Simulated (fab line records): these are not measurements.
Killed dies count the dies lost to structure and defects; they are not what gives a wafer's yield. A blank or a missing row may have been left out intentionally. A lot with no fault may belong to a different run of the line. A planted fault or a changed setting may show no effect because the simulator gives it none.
Split-lot study    flow n5_finfet    on a route of 1938 steps: 7 lots, 39 wafers read

## ON THE SPLIT
At N5_MOL_CONTACT_COAG_VIA_ETCH_46 (etches SiO2 in C4F6/O2, target depth 46 nm, overetch 9.2 nm, time 40 s), the setting bias_w was moved away from the recipe's 455 W on 15 of the 39 wafers read, by -16.2% to +17.9%. All remaining wafers had this setting at the recipe value.

Reading taken at the split's own step.

## THE READING
rf_vpp_V, in V, at N5_MOL_CONTACT_COAG_VIA_ETCH_46 (etches SiO2 in C4F6/O2, target depth 46 nm, overetch 9.2 nm, time 40 s). Fault-free wafers of this fab line usually give 1606 V, standard deviation 28 V.

wafer   tool, chamber at the split  bias_w as run, W  against the recipe  rf_vpp_V, V  against lot-mates on the recipe
L075.1  rie_diel-02, 1              455               recipe              1586         -
L075.2  rie_diel-02, 2              455               recipe              1569         -
L075.3  rie_diel-02, 0              411.5             -9.6%               1472         -121
L075.4  rie_diel-02, 3              411.5             -9.6%               1507         -86
L075.5  rie_diel-02, 3              455               recipe              1624         -
L075.6  rie_diel-02, 2              411.5             -9.6%               1455         -138
L080.1  rie_diel-03, 2              455               recipe              1657         -
L080.2  rie_diel-03, 0              455               recipe              1630         -
L080.3  rie_diel-03, 3              455               recipe              1575         -
L080.4  rie_diel-03, 2              455               recipe              1656         -
L080.5  rie_diel-03, 0              455               recipe              1629         -
L080.6  rie_diel-03, 3              455               recipe              1575         -
L082.1  rie_diel-02, 3              455               recipe              1624         -
L082.5  rie_diel-02, 3              455               recipe              1622         -
L082.6  rie_diel-02, 2              455               recipe              1568         -
L087.1  rie_diel-02, 3              536.5             +17.9%              1832         +240
L087.2  rie_diel-02, 2              455               recipe              1568         -
L087.3  rie_diel-02, 0              455               recipe              1585         -
L087.4  rie_diel-02, 3              455               recipe              1622         -
L087.5  rie_diel-02, 0              536.5             +17.9%              1790         +198
L087.6  rie_diel-02, 2              536.5             +17.9%              1772         +180
L091.1  rie_diel-04, 1              484.2             +6.4%               1706         +119
L091.2  rie_diel-04, 2              455               recipe              1585         -
L091.3  rie_diel-04, 3              484.2             +6.4%               1664         +77
L091.4  rie_diel-04, 3              455               recipe              1589         -
L091.5  rie_diel-04, 1              484.2             +6.4%               1703         +116
L091.6  rie_diel-04, 2              455               recipe              1586         -
L093.1  rie_diel-04, 3              455               recipe              1588         -
L093.2  rie_diel-04, 1              381.4             -16.2%              1425         -176
L093.3  rie_diel-04, 0              455               recipe              1607         -
L093.4  rie_diel-04, 2              381.4             -16.2%              1388         -213
L093.5  rie_diel-04, 0              455               recipe              1607         -
L093.6  rie_diel-04, 1              381.4             -16.2%              1426         -175
L094.1  rie_diel-04, 2              455               recipe              1584         -
L094.2  rie_diel-04, 0              455               recipe              1608         -
L094.3  rie_diel-04, 3              497.4             +9.3%               1697         +105
L094.4  rie_diel-04, 1              497.4             +9.3%               1739         +147
L094.5  rie_diel-04, 1              497.4             +9.3%               1738         +146
L094.6  rie_diel-04, 2              455               recipe              1584         -

THE FIT
A straight line over all 39 wafers: rf_vpp_V changes by +11.8 V for each +1% of bias_w; r = +0.96; the points scatter about the line by 26 V.
The same after taking each lot's own level away (the mean of its wafers on the recipe; 39 wafers): +12.1 V for each +1%; r = +0.97; scatter 25 V.
That fit puts the effect of the largest move of bias_w on the reading at 2.2e+02 V.
The lots' own levels span 1586.7 to 1620.3 V, that is 1.2 times the standard deviation above.
Hence the lot-to-lot level has little effect on the slope; both slopes agree.
Check: for one of the wafers moved furthest among these (+17.9%), held out of the fit, the line's prediction against its lot-mates is +217 V. It came out at +240 V against them.
Tool readings at the split's step, against how far the setting was moved: rf_vpp_V r = +0.96.

## OTHER SPLITS ON THESE WAFERS
Other splits were also applied to these wafers ahead of the reading. Each is held against what the fit with the lots' levels taken away leaves over:
other split on the same wafers      wafers away from the commonest value  r with rf_vpp_V (lot level and that fit taken away)
N5_DUMMY_GATE_EXPOSE_12 dose_mj     12                                    -0.11
N5_DUMMY_GATE_ETCH_37 source_w      15                                    -0.03
N5_DUMMY_GATE_ETCH_32 time_s        12                                    +0.16
N5_SD_EPI_P_ETCH_16 target_depth_a  18                                    -0.09

## THE FILE'S OWN FIT
rf_vpp_V changes by +12.1 V for each +1% of bias_w, r = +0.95.
